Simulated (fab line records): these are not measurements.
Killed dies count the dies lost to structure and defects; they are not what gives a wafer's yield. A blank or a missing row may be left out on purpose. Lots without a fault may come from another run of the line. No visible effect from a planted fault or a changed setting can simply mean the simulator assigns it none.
fab line records -- flow nand-harc
record: lots: 6, wafers: 18, last-day: 33
route steps=1302 shown A_STAIRCASE@735 END@1302
lots that met no fault: from a run of the same line without faults
start-h: hours from the record's first day to the start of the lot's first wafer shown -- wait-h: hours elapsed since this lot's preceding step -- " identical to the entry in the row above -- L1.1+2: several wafers, shown together as one row -- - no value, or no start was given -- * or withheld: withheld -- < > ~ a bound
route shown NAME@n: a module of which the file shows steps, and the number in the route of the first -- usual: average and standard deviation across the fault-free wafers -- same: alike in all rows -- chamber/n: place in a boat -- sites: the reading at each site -- _std_site: standard deviation of those values -- _edge_site: mean of outer sites minus mean of inner sites -- radius-mm: for every site, how far away it sits from the centre of the wafer -- mask NAME#n: copy n -- behind: the last tool/chamber to shape the wafer -- hold: what put the lot on hold/how long, in hours/how the hold closed -- device: the n, p or np transistor that did not switch -- end of line: the route-end tests of the same wafers -- a step given without rows: its recipe and nothing more -- killed: count of dies lost to structure and defects at first sort (not the wafer's yield) -- map: a wafer's dies, x killed, . not, _ none there
set.NAME: the run value of the setting; set.NAME@STEP: its run value at that earlier step -- model.NAME: the simulator's own value behind a step, which no gauge read
a table for each step, a row for each wafer; lots at some steps of the route
services: a tool's chamber out of use, with start hour (start-h, from the record's first day; less than 0 if before it), hours out, and reason
== steps ==
step: NHARC_A_STAIRCASE_ETCH_221
recipe: target-depth-a: 1000, time-s: 40.5, ion-energy-ev: 400, c4f8-flow-sccm: 20, o2-flow-sccm: 10, ar-flow-sccm: withheld, rf-w: 600, bias-w: 1000, chemistry: C4F8/O2
step: NHARC_A_STAIRCASE_TRIM_222
recipe: time-s: 211.2, o2-flow-sccm: 500, ar-flow-sccm: 0, bias-w: 0, chemistry: O2
step: NHARC_A_STAIRCASE_ETCH_223
recipe: target-depth-a: 1000, time-s: 40.5, ion-energy-ev: 400, c4f8-flow-sccm: 20, o2-flow-sccm: 10, ar-flow-sccm: withheld, rf-w: 600, bias-w: 1000, chemistry: C4F8/O2
usual: oes-product-au: 0.946/0.013, rf-vpp-V: 898/5.6
lot.wafer,tool,chamber,start-h,wait-h,oes-product-au,rf-hours-counter-h,rf-vpp-V
L211.1,rie-diel-01,1,-,-,0.963,54,895
L211.2,rie-diel-01,3,-,-,0.964,48,905
L211.5,rie-diel-01,2,-,-,0.943,-,904
L214.4,rie-diel-10,2,-,-,0.948,43,887
L214.2,rie-diel-10,3,-,-,0.942,49,900
L214.5,rie-diel-10,0,-,-,0.939,-,905
L213.1,rie-diel-10,2,-,-,0.941,44,886
L213.6,rie-diel-10,2,-,-,0.944,-,886
L213.5,rie-diel-10,3,-,-,0.940,-,901
L225.2,rie-diel-01,0,-,-,0.967,36,896
L225.1,rie-diel-01,1,-,-,0.944,38,893
L225.3,rie-diel-01,3,-,-,0.958,42,904
L230.1,rie-diel-01,2,-,-,0.934,4,902
L230.3,rie-diel-01,0,-,-,0.943,3,895
L230.4,rie-diel-01,1,-,-,0.941,3,894
L233.1,rie-diel-10,3,-,-,0.938,50,899
L233.2,rie-diel-10,0,-,-,0.949,51,903
L233.6,rie-diel-10,3,-,-,0.938,-,899
step: NHARC_A_STAIRCASE_TRIM_224
recipe: time-s: 211.2, o2-flow-sccm: 500, ar-flow-sccm: 0, bias-w: 0, chemistry: O2
step: NHARC_A_STAIRCASE_ETCH_225
recipe: target-depth-a: 1000, time-s: 40.5, ion-energy-ev: 400, c4f8-flow-sccm: 20, o2-flow-sccm: 10, ar-flow-sccm: withheld, rf-w: 600, bias-w: 1000, chemistry: C4F8/O2
usual: oes-product-au: 0.947/0.013, rf-vpp-V: 898/5.6
lot.wafer,tool,chamber,start-h,wait-h,oes-product-au,rf-hours-counter-h,rf-vpp-V
L211.2,rie-diel-01,2,-,-,0.951,57,904
L211.1,rie-diel-01,3,-,-,0.955,48,904
L211.5,rie-diel-01,3,-,-,0.956,-,903
L214.2,rie-diel-10,2,-,-,0.933,44,888
L214.4,rie-diel-10,3,-,-,0.937,49,901
L214.5,rie-diel-10,2,-,-,0.929,-,887
L213.1,rie-diel-10,1,-,-,0.955,59,896
L213.5,rie-diel-10,0,-,-,0.938,-,906
L213.6,rie-diel-10,1,-,-,0.947,-,897
L225.2,rie-diel-01,3,-,-,0.956,42,904
L225.1,rie-diel-01,1,-,-,0.947,38,894
L225.3,rie-diel-01,2,-,-,0.935,42,903
L230.1,rie-diel-01,0,-,-,0.942,3,894
L230.3,rie-diel-01,1,-,-,0.956,3,894
L230.4,rie-diel-01,2,-,-,0.921,5,903
L233.1,rie-diel-10,2,-,-,0.951,46,904
L233.2,rie-diel-10,3,-,-,0.945,50,898
L233.6,rie-diel-10,2,-,-,0.954,-,903
step: NHARC_A_STAIRCASE_TRIM_226
recipe: time-s: 211.2, o2-flow-sccm: 500, ar-flow-sccm: 0, bias-w: 0, chemistry: O2
step: NHARC_A_STAIRCASE_ETCH_227
recipe: target-depth-a: 1000, time-s: 40.5, ion-energy-ev: 400, c4f8-flow-sccm: 20, o2-flow-sccm: 10, ar-flow-sccm: withheld, rf-w: 600, bias-w: 1000, chemistry: C4F8/O2
usual: oes-product-au: 0.947/0.013, rf-vpp-V: 898/5.7
lot.wafer,tool,chamber,start-h,wait-h,oes-product-au,rf-hours-counter-h,rf-vpp-V
L211.2,rie-diel-01,3,-,-,0.950,48,905
L211.1,rie-diel-01,1,-,-,0.969,54,895
L211.5,rie-diel-01,3,-,-,0.952,-,903
L214.4,rie-diel-10,0,-,-,0.938,50,903
L214.2,rie-diel-10,3,-,-,0.931,49,900
L214.5,rie-diel-10,1,-,-,0.953,-,896
L213.1,rie-diel-10,1,-,-,0.956,59,897
L213.6,rie-diel-10,1,-,-,0.941,-,896
L213.5,rie-diel-10,2,-,-,0.944,-,887
L225.3,rie-diel-01,1,-,-,0.949,38,894
L225.2,rie-diel-01,2,-,-,0.936,42,904
L225.1,rie-diel-01,3,-,-,0.942,42,903
L230.4,rie-diel-01,0,-,-,0.955,3,896
L230.1,rie-diel-01,1,-,-,0.949,3,895
L230.3,rie-diel-01,3,-,-,0.931,5,901
L233.1,rie-diel-10,0,-,-,0.956,51,904
L233.2,rie-diel-10,2,-,-,0.949,46,907
L233.6,rie-diel-10,3,-,-,0.936,-,900
step: NHARC_A_STAIRCASE_TRIM_229
recipe: time-s: 211.2, o2-flow-sccm: 500, ar-flow-sccm: 0, bias-w: 0, chemistry: O2
step: NHARC_A_STAIRCASE_ETCH_230
recipe: target-depth-a: 1000, time-s: 40.5, ion-energy-ev: 400, c4f8-flow-sccm: 20, o2-flow-sccm: 10, ar-flow-sccm: withheld, rf-w: 600, bias-w: 1000, chemistry: C4F8/O2
usual: oes-product-au: 0.955/0.018, rf-vpp-V: 898/5.6
lot.wafer,tool,chamber,start-h,wait-h,oes-product-au,rf-hours-counter-h,rf-vpp-V
L211.1,rie-diel-10,2,-,-,0.962,30,887
L211.2,rie-diel-10,3,-,-,0.952,36,901
L211.5,rie-diel-10,2,-,-,0.962,-,886
L214.4,rie-diel-10,2,-,-,0.941,44,888
L214.2,rie-diel-10,0,-,-,0.952,50,905
L214.5,rie-diel-10,3,-,-,0.950,-,899
L213.1,rie-diel-10,3,-,-,0.963,50,901
L213.6,rie-diel-10,3,-,-,0.960,-,900
L213.5,rie-diel-10,0,-,-,0.966,-,904
L225.3,rie-diel-01,0,-,-,0.966,37,898
L225.2,rie-diel-01,1,-,-,0.956,38,893
L225.1,rie-diel-01,2,-,-,0.932,43,904
L230.3,rie-diel-01,1,-,-,0.957,3,894
L230.1,rie-diel-01,2,-,-,0.930,5,902
L230.4,rie-diel-01,0,-,-,0.937,3,896
L233.2,rie-diel-02,2,-,-,0.965,1,887
L233.1,rie-diel-02,3,-,-,0.956,1,904
L233.6,rie-diel-02,2,-,-,0.957,-,888
step: NHARC_A_STAIRCASE_TRIM_231
recipe: time-s: 211.2, o2-flow-sccm: 500, ar-flow-sccm: 0, bias-w: 0, chemistry: O2
usual: drypump-motor-current-A: 5.8/0.41, oes-product-au: 1.007/0.013, rf-vpp-V: 57.9/0.81, run-length-s: 232.4/0.51, showerhead-plenum-p-Torr: 3.58/0.16, throttle-valve-pct: 17.037/0.0089
lot.wafer,tool,chamber,start-h,wait-h,drypump-motor-current-A,oes-product-au,rf-hours-counter-h,rf-vpp-V,run-length-s,showerhead-plenum-p-Torr,throttle-valve-pct
L211.1,rie-diel-10,1,-,-,5.8,1.044,43,57.5,231.7,3.55,17.046
L211.2,rie-diel-10,2,-,-,5.4,1.001,30,56.6,232.4,3.29,17.036
L211.5,rie-diel-10,2,-,-,5.4,1.005,-,57.8,233.0,3.29,17.035
L214.2,rie-diel-10,2,-,-,5.4,1.001,44,56.7,232.3,3.28,17.025
L214.4,rie-diel-10,0,-,-,5.4,1.008,50,59.0,232.2,3.78,17.035
L214.5,rie-diel-10,3,-,-,6.0,1.000,-,58.0,232.4,3.64,17.041
L213.1,rie-diel-10,2,-,-,5.4,1.003,45,58.1,232.6,3.28,17.038
L213.5,rie-diel-10,3,-,-,6.0,1.000,-,57.2,232.3,3.64,17.047
L213.6,rie-diel-10,0,-,-,5.4,1.009,-,58.0,232.3,3.78,17.023
L225.2,rie-diel-01,1,-,-,6.1,0.996,38,57.7,232.8,3.46,17.035
L225.1,rie-diel-01,3,-,-,5.7,1.000,43,58.6,233.3,3.73,17.040
L225.3,rie-diel-01,0,-,-,4.7,1.017,37,58.1,233.1,3.51,17.028
L230.4,rie-diel-01,3,-,-,5.6,0.990,5,59.1,233.1,3.72,17.021
L230.1,rie-diel-01,0,-,-,4.7,1.007,3,57.6,232.7,3.50,17.028
L230.3,rie-diel-01,2,-,-,5.9,0.992,5,58.6,232.2,3.74,17.043
L233.1,rie-diel-02,3,-,-,5.5,0.994,2,58.0,232.4,3.75,17.039
L233.2,rie-diel-02,1,-,-,6.2,1.009,2,56.9,232.5,3.51,17.027
L233.6,rie-diel-02,2,-,-,6.1,1.010,-,56.5,232.2,3.31,17.033
step: NHARC_A_STAIRCASE_ETCH_232
recipe: target-depth-a: 1000, time-s: 40.5, ion-energy-ev: 400, c4f8-flow-sccm: 20, o2-flow-sccm: 10, ar-flow-sccm: withheld, rf-w: 600, bias-w: 1000, chemistry: C4F8/O2
step: NHARC_A_STAIRCASE_TRIM_233
recipe: time-s: 211.2, o2-flow-sccm: 500, ar-flow-sccm: 0, bias-w: 0, chemistry: O2
usual: drypump-motor-current-A: 5.8/0.4, oes-product-au: 1.006/0.011, rf-vpp-V: 57.9/0.83, run-length-s: 232.4/0.52, showerhead-plenum-p-Torr: 3.58/0.16, throttle-valve-pct: 17.037/0.0094
lot.wafer,tool,chamber,start-h,wait-h,drypump-motor-current-A,oes-product-au,rf-hours-counter-h,rf-vpp-V,run-length-s,showerhead-plenum-p-Torr,throttle-valve-pct
L211.2,rie-diel-10,1,373.69,-,5.7,1.033,43,58.1,231.3,3.55,17.056
L211.1,rie-diel-10,3,373.69,-,5.9,0.997,36,58.7,232.3,3.65,17.057
L211.5,rie-diel-10,1,373.69,-,5.7,1.027,-,57.3,231.4,3.55,17.036
L214.2,rie-diel-10,1,400.25,-,5.8,1.019,59,58.6,231.5,3.54,17.050
L214.4,rie-diel-10,2,400.25,-,5.4,1.005,44,59.4,232.3,3.28,17.041
L214.5,rie-diel-10,0,400.25,-,5.4,1.019,-,59.5,161.6,3.78,17.035
L213.1,rie-diel-10,0,401.33,-,5.5,1.009,51,58.2,162.0,3.78,17.035
L213.6,rie-diel-10,1,401.33,-,5.8,1.023,-,58.8,231.7,3.54,17.012
L213.5,rie-diel-10,2,401.33,-,5.4,1.000,-,55.8,232.5,3.28,17.034
L225.2,rie-diel-01,0,507.68,-,4.8,1.022,37,56.6,232.8,3.51,17.026
L225.3,rie-diel-01,1,507.68,-,6.1,0.991,39,58.0,232.6,3.46,17.054
L225.1,rie-diel-01,3,507.68,-,5.7,1.003,43,59.3,233.1,3.73,17.020
L230.4,rie-diel-01,3,575.44,-,5.7,0.995,5,57.2,233.2,3.72,17.043
L230.3,rie-diel-01,0,575.44,-,4.7,1.014,3,58.1,232.8,3.50,17.019
L230.1,rie-diel-01,1,575.44,-,6.1,1.012,3,58.0,233.2,3.45,17.049
L233.1,rie-diel-02,3,586.33,-,5.5,1.000,2,57.6,232.5,3.75,17.033
L233.2,rie-diel-02,0,586.33,-,6.1,1.012,2,57.9,231.9,3.41,17.027
L233.6,rie-diel-02,2,586.33,-,6.1,1.013,-,58.4,232.3,3.31,17.048
step: NHARC_A_STAIRCASE_ETCH_234
recipe: target-depth-a: 1000, time-s: 40.5, ion-energy-ev: 400, c4f8-flow-sccm: 20, o2-flow-sccm: 10, ar-flow-sccm: withheld, rf-w: 600, bias-w: 1000, chemistry: C4F8/O2
step: NHARC_END_SORT_01
recipe: temp-c: 25
usual: killed-at-array: 58/22, killed-at-other: 1.0/1.3, killed-at-periphery: 5/3.4, killed-dies: 64/22, killed-open: 3.6/1.8, killed-short: 2.4/1.7
same: gross-dies: 677
lot.wafer,tool,chamber,start-h,wait-h,hold,killed-at-array,killed-at-other,killed-at-periphery,killed-dies,killed-open,killed-short
L213.1,prober-02,0,593.70,2.5,await-dispo/1.6h/release,671,2,4,677,5,2
L213.5,prober-02,0,596.86,3.7,await-dispo/1.6h/release,102,0,3,105,2,2
L213.6,prober-02,0,597.65,4.0,await-dispo/1.6h/release,120,2,1,123,3,2
L214.2,prober-01,0,594.45,2.8,await-dispo/2.4h/release,32,2,8,42,3,3
L214.4,prober-01,0,596.06,3.4,await-dispo/2.4h/release,34,1,10,45,7,1
L214.5,prober-01,0,596.86,3.7,await-dispo/2.4h/release,669,2,6,677,1,4
L225.1,prober-02,0,702.73,2.5,-,72,4,5,81,3,3
L225.2,prober-02,0,703.54,2.8,-,82,0,5,87,3,0
L225.3,prober-02,0,704.35,3.1,-,88,3,4,95,4,4
L230.1,prober-01,0,771.31,2.5,-,73,1,2,76,2,2
L230.3,prober-01,0,772.90,3.1,-,85,0,0,85,3,2
L230.4,prober-01,0,773.69,3.4,-,83,0,5,88,7,3
killed by level:class
L213.1 A_STAIRCASE:area-trim=577 A_SLIT:chamber-film-flake=29 A_CHANNEL_HOLE_D2:chamber-film-flake=28 A_CHANNEL_HOLE_D1:chamber-film-flake=20 A_STAIRCASE:chamber-film-flake=6 A_WL_FILL:geometric-particle:open=2 P_ZERO_WELL:chamber-film-flake=2 A_BLC:chamber-film-flake=2
L214.2 A_CHANNEL_HOLE_D2:chamber-film-flake=9 A_CHANNEL_HOLE_D1:chamber-film-flake=8 A_STAIRCASE:chamber-film-flake=5 P_GATE:chamber-film-flake=4 A_DECK1_JOINT:chamber-film-flake=3 P_CONTACT:chamber-film-flake=2 THIN_TSV:chamber-film-flake=2 P_CONTACT:geometric-particle:open=1
L214.4 A_CHANNEL_HOLE_D2:chamber-film-flake=11 A_STAIRCASE:chamber-film-flake=9 P_GATE:chamber-film-flake=4 P_CONTACT:geometric-particle:open=2 A_DECK1_JOINT:geometric-particle:open=2 A_WL_FILL:geometric-particle:open=2 P_CONTACT:chamber-film-flake=2 A_CHANNEL_HOLE_D1:chamber-film-flake=2
L213.5 A_CHANNEL_HOLE_D1:chamber-film-flake=35 A_CHANNEL_HOLE_D2:chamber-film-flake=29 A_SLIT:chamber-film-flake=25 A_M1:chamber-film-flake=3 A_CHANNEL_FILL_D1:chamber-film-flake=2 A_STAIRCASE:chamber-film-flake=2 A_CONTACT:chamber-film-flake=2 P_M0:geometric-particle:short=1
L214.5 A_STAIRCASE:area-trim=635 A_STAIRCASE:chamber-film-flake=8 A_CHANNEL_HOLE_D1:chamber-film-flake=7 A_CHANNEL_HOLE_D2:chamber-film-flake=6 P_GATE:chamber-film-flake=3 P_CONTACT:chamber-film-flake=3 A_DECK1_JOINT:chamber-film-flake=2 A_SLIT:chamber-film-flake=2
L213.6 A_CHANNEL_HOLE_D2:chamber-film-flake=40 A_CHANNEL_HOLE_D1:chamber-film-flake=38 A_SLIT:chamber-film-flake=29 A_CONTACT:chamber-film-flake=4 A_M1:chamber-film-flake=2 A_ONON_D1:geometric-particle:short=1 A_CHANNEL_HOLE_D1:geometric-particle:open=1 A_ONON_D2:geometric-particle:short=1
L225.1 A_CHANNEL_HOLE_D1:chamber-film-flake=33 A_SLIT:chamber-film-flake=25 A_CONTACT:chamber-film-flake=8 THIN_TSV:chamber-film-flake=4 P_M2:chamber-film-flake=2 P_M2:geometric-particle:open=1 A_ONON_D2:geometric-particle:open=1 A_CHANNEL_FILL_D2:geometric-particle:short=1
L225.2 A_SLIT:chamber-film-flake=36 A_CHANNEL_HOLE_D1:chamber-film-flake=35 A_CONTACT:chamber-film-flake=7 P_CONTACT:geometric-particle:open=2 P_M2:chamber-film-flake=2 A_STAIRCASE:chamber-film-flake=2 A_M1:geometric-particle:open=1 P_ZERO_WELL:chamber-film-flake=1
L225.3 A_CHANNEL_HOLE_D1:chamber-film-flake=36 A_SLIT:chamber-film-flake=33 A_CONTACT:chamber-film-flake=5 A_STAIRCASE:chamber-film-flake=3 THIN_TSV:chamber-film-flake=3 P_M2:chamber-film-flake=2 A_DECK1_JOINT:chamber-film-flake=2 P_M0:geometric-particle:open=1
L230.1 A_SLIT:chamber-film-flake=29 A_CHANNEL_HOLE_D2:chamber-film-flake=14 A_CHANNEL_HOLE_D1:chamber-film-flake=13 A_CONTACT:chamber-film-flake=4 A_STAIRCASE:chamber-film-flake=3 A_WL_FILL:chamber-film-flake=3 A_DECK1_JOINT:chamber-film-flake=2 A_BLC:chamber-film-flake=2
L230.3 A_SLIT:chamber-film-flake=30 A_CHANNEL_HOLE_D2:chamber-film-flake=23 A_CHANNEL_HOLE_D1:chamber-film-flake=12 A_WL_FILL:chamber-film-flake=5 A_CONTACT:chamber-film-flake=4 A_DECK1_JOINT:chamber-film-flake=2 A_STAIRCASE:chamber-film-flake=2 A_SOURCE_PLATE:geometric-particle:short=1
L230.4 A_SLIT:chamber-film-flake=27 A_CHANNEL_HOLE_D2:chamber-film-flake=25 A_CHANNEL_HOLE_D1:chamber-film-flake=10 A_CONTACT:chamber-film-flake=4 A_STAIRCASE:chamber-film-flake=3 A_WL_FILL:chamber-film-flake=3 P_GATE:chamber-film-flake=2 A_WL_FILL:geometric-particle:open=2
map L213.1 (x killed, . not)
____________x____________
_________xxxxxxx_________
_______xxxxxxxxxxx_______
______xxxxxxxxxxxxx______
_____xxxxxxxxxxxxxxx_____
____xxxxxxxxxxxxxxxxx____
____xxxxxxxxxxxxxxxxx____
___xxxxxxxxxxxxxxxxxxx___
___xxxxxxxxxxxxxxxxxxx___
__xxxxxxxxxxxxxxxxxxxxx__
__xxxxxxxxxxxxxxxxxxxxx__
_xxxxxxxxxxxxxxxxxxxxxxx_
_xxxxxxxxxxxxxxxxxxxxxxx_
_xxxxxxxxxxxxxxxxxxxxxxx_
_xxxxxxxxxxxxxxxxxxxxxxx_
_xxxxxxxxxxxxxxxxxxxxxxx_
xxxxxxxxxxxxxxxxxxxxxxxxx
xxxxxxxxxxxxxxxxxxxxxxxxx
xxxxxxxxxxxxxxxxxxxxxxxxx
xxxxxxxxxxxxxxxxxxxxxxxxx
xxxxxxxxxxxxxxxxxxxxxxxxx
_xxxxxxxxxxxxxxxxxxxxxxx_
_xxxxxxxxxxxxxxxxxxxxxxx_
_xxxxxxxxxxxxxxxxxxxxxxx_
_xxxxxxxxxxxxxxxxxxxxxxx_
_xxxxxxxxxxxxxxxxxxxxxxx_
__xxxxxxxxxxxxxxxxxxxxx__
__xxxxxxxxxxxxxxxxxxxxx__
___xxxxxxxxxxxxxxxxxxx___
___xxxxxxxxxxxxxxxxxxx___
____xxxxxxxxxxxxxxxxx____
____xxxxxxxxxxxxxxxxx____
_____xxxxxxxxxxxxxxx_____
______xxxxxxxxxxxxx______
_______xxxxxxxxxxx_______
_________xxxxxxx_________
____________x____________
map L214.5 (x killed, . not)
____________x____________
_________xxxxxxx_________
_______xxxxxxxxxxx_______
______xxxxxxxxxxxxx______
_____xxxxxxxxxxxxxxx_____
____xxxxxxxxxxxxxxxxx____
____xxxxxxxxxxxxxxxxx____
___xxxxxxxxxxxxxxxxxxx___
___xxxxxxxxxxxxxxxxxxx___
__xxxxxxxxxxxxxxxxxxxxx__
__xxxxxxxxxxxxxxxxxxxxx__
_xxxxxxxxxxxxxxxxxxxxxxx_
_xxxxxxxxxxxxxxxxxxxxxxx_
_xxxxxxxxxxxxxxxxxxxxxxx_
_xxxxxxxxxxxxxxxxxxxxxxx_
_xxxxxxxxxxxxxxxxxxxxxxx_
xxxxxxxxxxxxxxxxxxxxxxxxx
xxxxxxxxxxxxxxxxxxxxxxxxx
xxxxxxxxxxxxxxxxxxxxxxxxx
xxxxxxxxxxxxxxxxxxxxxxxxx
xxxxxxxxxxxxxxxxxxxxxxxxx
_xxxxxxxxxxxxxxxxxxxxxxx_
_xxxxxxxxxxxxxxxxxxxxxxx_
_xxxxxxxxxxxxxxxxxxxxxxx_
_xxxxxxxxxxxxxxxxxxxxxxx_
_xxxxxxxxxxxxxxxxxxxxxxx_
__xxxxxxxxxxxxxxxxxxxxx__
__xxxxxxxxxxxxxxxxxxxxx__
___xxxxxxxxxxxxxxxxxxx___
___xxxxxxxxxxxxxxxxxxx___
____xxxxxxxxxxxxxxxxx____
____xxxxxxxxxxxxxxxxx____
_____xxxxxxxxxxxxxxx_____
______xxxxxxxxxxxxx______
_______xxxxxxxxxxx_______
_________xxxxxxx_________
____________x____________
== services ==
tool,chamber,start-h,hours,kind
rie-diel-01,1,349.19,1.7,repair
rie-diel-10,-,351.67,2.7,repair
rie-diel-10,0,355.78,-,clean
rie-diel-10,1,355.78,-,clean
rie-diel-10,2,355.78,-,clean
rie-diel-10,3,355.78,-,clean
rie-diel-10,0,368.82,15.9,repair
rie-diel-10,1,380.28,-,clean
rie-diel-10,2,380.28,-,clean
rie-diel-10,3,380.28,-,clean
rie-diel-01,-,380.96,9.0,pm
rie-diel-02,-,393.71,9.0,pm
rie-diel-10,0,404.78,-,clean
rie-diel-10,1,404.78,-,clean
rie-diel-10,0,405.13,4.4,repair
rie-diel-10,-,422.96,9.0,pm
rie-diel-01,0,429.08,2.5,repair
rie-diel-10,1,463.91,12.3,repair
rie-diel-10,0,498.78,5.2,repair
rie-diel-02,0,511.33,1.3,repair
rie-diel-10,0,539.17,2.1,repair
rie-diel-02,1,551.20,4.7,repair
rie-diel-01,-,557.96,9.0,pm
rie-diel-02,-,570.74,9.0,pm
== key ==
first-sign: step: NHARC_A_STAIRCASE_TRIM_233, reading: run-length-s, direction: down, sigmas: 99+, usual: *, struck: *
effect: step: NHARC_END_SORT_01, reading: killed-dies, direction: up, sigmas: 28, usual: 64, struck: 677
more-kills-born-at: NHARC_A_STAIRCASE_TRIM_233@rie-diel-10: 1212
met-at NHARC_A_STAIRCASE_TRIM_233
struck-wafers L213.1,L214.5
later-rows-left-out L213.1,L214.5
tester-left-out L213,L214
fault: kind: process-parameter-drift, tool: rie-diel-10, chamber: 0, onset-h: 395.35, steps: NHARC_A_STAIRCASE_TRIM_233, channel: time-s, offset: *, shape: step, end-h: 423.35, acts-in: *, stated: *
tester-left-out: of these lots the tester's yield and bins aren't shown, on N5 and GAA mostly nor the transistor test; their killed dies are dies lost to structure and defects alone, not to doping, threshold or leakage, so they don't give the yield
later-rows-left-out: the simulator's readings of these wafers behind a module that went badly wrong aren't trusted and aren't shown, but for the sort
